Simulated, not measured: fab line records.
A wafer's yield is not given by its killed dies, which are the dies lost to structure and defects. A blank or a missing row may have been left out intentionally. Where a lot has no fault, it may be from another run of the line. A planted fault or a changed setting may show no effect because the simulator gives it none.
Chamber matching :: flow n5_finfet :: N5_FIN_CUT_CUT_ETCH_26 on rie_diel-06: 4 sister chambers
The step etches SiNx in CH3F/O2, target depth 39 nm, time 55.7 s. 24 wafers are shown with their chamber, then 12 later ones without.

EACH WAFER AND ITS CHAMBER
wafer: L075.2
chamber: 1
showerhead_plenum_p_Torr (Torr): 2.08
drypump_motor_current_A (A): 5.6
throttle_valve_pct (%): 16.67

wafer: L075.3
chamber: 3
showerhead_plenum_p_Torr (Torr): 2.00
drypump_motor_current_A (A): 5.4
throttle_valve_pct (%): 16.62

wafer: L075.6
chamber: 3
showerhead_plenum_p_Torr (Torr): 2.00
drypump_motor_current_A (A): 5.4
throttle_valve_pct (%): 16.63

wafer: L076.1
chamber: 2
showerhead_plenum_p_Torr (Torr): 1.93
drypump_motor_current_A (A): 6.4
throttle_valve_pct (%): 16.18

wafer: L076.2
chamber: 0
showerhead_plenum_p_Torr (Torr): 1.98
drypump_motor_current_A (A): 5.2
throttle_valve_pct (%): 16.53

wafer: L076.4
chamber: 1
showerhead_plenum_p_Torr (Torr): 2.08
drypump_motor_current_A (A): 5.6
throttle_valve_pct (%): 16.65

wafer: L077.2
chamber: 3
showerhead_plenum_p_Torr (Torr): 2.00
drypump_motor_current_A (A): 5.5
throttle_valve_pct (%): 16.62

wafer: L077.5
chamber: 3
showerhead_plenum_p_Torr (Torr): 2.00
drypump_motor_current_A (A): 5.4
throttle_valve_pct (%): 16.63

wafer: L077.6
chamber: 2
showerhead_plenum_p_Torr (Torr): 1.93
drypump_motor_current_A (A): 6.4
throttle_valve_pct (%): 16.17

wafer: L078.1
chamber: 0
showerhead_plenum_p_Torr (Torr): 1.98
drypump_motor_current_A (A): 5.2
throttle_valve_pct (%): 16.53

wafer: L078.4
chamber: 2
showerhead_plenum_p_Torr (Torr): 1.93
drypump_motor_current_A (A): 6.4
throttle_valve_pct (%): 16.18

wafer: L078.6
chamber: 1
showerhead_plenum_p_Torr (Torr): 2.07
drypump_motor_current_A (A): 5.6
throttle_valve_pct (%): 16.67

wafer: L079.1
chamber: 2
showerhead_plenum_p_Torr (Torr): 1.93
drypump_motor_current_A (A): 6.5
throttle_valve_pct (%): 16.17

wafer: L079.3
chamber: 0
showerhead_plenum_p_Torr (Torr): 1.98
drypump_motor_current_A (A): 5.2
throttle_valve_pct (%): 16.53

wafer: L079.5
chamber: 2
showerhead_plenum_p_Torr (Torr): 1.93
drypump_motor_current_A (A): 6.5
throttle_valve_pct (%): 16.17

wafer: L083.3
chamber: 2
showerhead_plenum_p_Torr (Torr): 1.92
drypump_motor_current_A (A): 6.4
throttle_valve_pct (%): 16.20

wafer: L083.4
chamber: 1
showerhead_plenum_p_Torr (Torr): 2.07
drypump_motor_current_A (A): 5.6
throttle_valve_pct (%): 16.68

wafer: L083.5
chamber: 1
showerhead_plenum_p_Torr (Torr): 2.07
drypump_motor_current_A (A): 5.6
throttle_valve_pct (%): 16.68

wafer: L086.2
chamber: 3
showerhead_plenum_p_Torr (Torr): 2.00
drypump_motor_current_A (A): 5.4
throttle_valve_pct (%): 16.65

wafer: L086.3
chamber: 1
showerhead_plenum_p_Torr (Torr): 2.07
drypump_motor_current_A (A): 5.6
throttle_valve_pct (%): 16.71

wafer: L086.4
chamber: 0
showerhead_plenum_p_Torr (Torr): 1.98
drypump_motor_current_A (A): 5.2
throttle_valve_pct (%): 16.55

wafer: L087.1
chamber: 3
showerhead_plenum_p_Torr (Torr): 2.00
drypump_motor_current_A (A): 5.5
throttle_valve_pct (%): 16.65

wafer: L087.4
chamber: 2
showerhead_plenum_p_Torr (Torr): 1.92
drypump_motor_current_A (A): 6.5
throttle_valve_pct (%): 16.22

wafer: L087.6
chamber: 0
showerhead_plenum_p_Torr (Torr): 1.98
drypump_motor_current_A (A): 5.2
throttle_valve_pct (%): 16.56

SIGNATURES (means of the wafers above)
reading: showerhead_plenum_p_Torr
chamber 0: 1.9800
chamber 1: 2.0733
chamber 2: 1.9271
chamber 3: 2.0000
scatter within a chamber: 0.00372

reading: drypump_motor_current_A
chamber 0: 5.200
chamber 1: 5.600
chamber 2: 6.443
chamber 3: 5.433
scatter within a chamber: 0.039

reading: throttle_valve_pct
chamber 0: 16.5400
chamber 1: 16.6767
chamber 2: 16.1843
chamber 3: 16.6333
scatter within a chamber: 0.0171
Rule: for a wafer and a chamber, the distance is found by dividing, reading by reading, the gap between the wafer's reading and the chamber's mean by the reading's scatter, squaring, summing and taking the root. The wafer belongs to the nearest chamber; if the next one is less than 2 further off, it can't be placed. The scatter is the square root of a quotient: the sum, over the shown wafers, of each reading's squared deviation from its chamber's mean, divided by wafers minus chambers.

WAFERS WITH NO CHAMBER GIVEN
wafer: L088.1
showerhead_plenum_p_Torr (Torr): 1.92
drypump_motor_current_A (A): 6.4
throttle_valve_pct (%): 16.19

wafer: L088.2
showerhead_plenum_p_Torr (Torr): 2.07
drypump_motor_current_A (A): 5.6
throttle_valve_pct (%): 16.71

wafer: L088.4
showerhead_plenum_p_Torr (Torr): 1.98
drypump_motor_current_A (A): 5.2
throttle_valve_pct (%): 16.54

wafer: L090.2
showerhead_plenum_p_Torr (Torr): 2.07
drypump_motor_current_A (A): 5.6
throttle_valve_pct (%): 16.71

wafer: L090.3
showerhead_plenum_p_Torr (Torr): 1.92
drypump_motor_current_A (A): 6.4
throttle_valve_pct (%): 16.19

wafer: L090.6
showerhead_plenum_p_Torr (Torr): 1.92
drypump_motor_current_A (A): 6.4
throttle_valve_pct (%): 16.20

wafer: L093.3
showerhead_plenum_p_Torr (Torr): 1.98
drypump_motor_current_A (A): 5.2
throttle_valve_pct (%): 16.14

wafer: L093.4
showerhead_plenum_p_Torr (Torr): 1.92
drypump_motor_current_A (A): 6.4
throttle_valve_pct (%): 16.21

wafer: L093.5
showerhead_plenum_p_Torr (Torr): 2.06
drypump_motor_current_A (A): 5.6
throttle_valve_pct (%): 16.73

wafer: L097.1
showerhead_plenum_p_Torr (Torr): 1.97
drypump_motor_current_A (A): 5.2
throttle_valve_pct (%): 16.13

wafer: L097.2
showerhead_plenum_p_Torr (Torr): 1.99
drypump_motor_current_A (A): 5.5
throttle_valve_pct (%): 16.68

wafer: L097.5
showerhead_plenum_p_Torr (Torr): 1.97
drypump_motor_current_A (A): 5.2
throttle_valve_pct (%): 16.12

THE CHAMBER EACH PASSED THROUGH
wafer: L088.1
from the rows above: 2
in truth: 2

wafer: L088.2
from the rows above: 1
in truth: 1

wafer: L088.4
from the rows above: 0
in truth: 0

wafer: L090.2
from the rows above: 1
in truth: 1

wafer: L090.3
from the rows above: 2
in truth: 2

wafer: L090.6
from the rows above: 2
in truth: 2

wafer: L093.3
from the rows above: 0
in truth: 0

wafer: L093.4
from the rows above: 2
in truth: 2

wafer: L093.5
from the rows above: 1
in truth: 1

wafer: L097.1
from the rows above: 0
in truth: 0

wafer: L097.2
from the rows above: 3
in truth: 3

wafer: L097.5
from the rows above: 0
in truth: 0
Correctly placed: 12 of 12. From these rows, 0 cannot be placed. Placed wrongly: 0.
